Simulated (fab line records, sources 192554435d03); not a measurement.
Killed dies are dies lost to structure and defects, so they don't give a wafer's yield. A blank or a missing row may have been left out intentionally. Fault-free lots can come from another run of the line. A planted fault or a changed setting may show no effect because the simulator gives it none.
Chamber matching -- flow n5_finfet -- N5_SD_EPI_N_ETCH_16 on rie_diel-01: 4 sister chambers
The step etches SiO2 in CHF3/O2, target depth 5 nm. 16 wafers are shown with their chamber, then 8 later ones without.

WAFERS, EACH WITH ITS CHAMBER
wafer,chamber,showerhead_plenum_p_Torr (Torr),rf_vpp_V (V),oes_product_au (a.u.)
L080.1,0,2.36,507,0.90
L080.2,2,2.44,535,0.81
L080.3,1,2.28,520,0.69
L082.4,1,2.28,520,0.69
L082.5,1,2.28,519,0.69
L082.6,0,2.36,510,0.89
L083.3,3,2.35,536,0.81
L083.4,0,2.36,508,0.88
L083.6,3,2.35,537,0.81
L084.1,2,2.43,535,0.80
L084.4,2,2.43,535,0.80
L084.6,0,2.36,509,0.88
L087.1,2,2.43,534,0.79
L087.4,0,2.36,508,0.86
L087.5,0,2.36,509,0.87
L089.3,0,2.35,507,0.85

SIGNATURES, as means of the wafers listed above
reading,chamber 0,chamber 1,chamber 2,chamber 3,scatter within a chamber
showerhead_plenum_p_Torr,2.3586,2.2800,2.4325,2.3500,0.00366
rf_vpp_V,508.29,519.67,534.75,536.50,0.882
oes_product_au,0.8757,0.6900,0.8000,0.8100,0.0128
Rule: a wafer's distance from a chamber is the root of the sum, over the readings, of the square of ((its reading less the chamber's mean) divided by the reading's scatter). The wafer belongs to the nearest chamber; if the next one is less than 2 further off, it can't be placed. The scatter is the square root of a quotient: the sum, over the shown wafers, of each reading's squared deviation from its chamber's mean, divided by wafers minus chambers.

WAFERS WITH NO CHAMBER GIVEN
wafer,showerhead_plenum_p_Torr (Torr),rf_vpp_V (V),oes_product_au (a.u.)
L089.4,2.28,521,0.68
L089.6,2.34,539,0.80
L091.2,2.34,537,0.79
L091.4,2.35,507,0.85
L091.5,2.43,535,0.78
L092.1,2.34,537,0.78
L092.2,2.35,508,0.84
L092.5,2.35,508,0.84

WHICH CHAMBER EACH ONE RAN IN
wafer,from the rows above,in truth
L089.4,1,1
L089.6,3,3
L091.2,3,3
L091.4,0,0
L091.5,2,2
L092.1,3,3
L092.2,0,0
L092.5,0,0
Correct placement for 8 of the 8. Left unplaced by these rows: 0. Placed wrongly: 0.
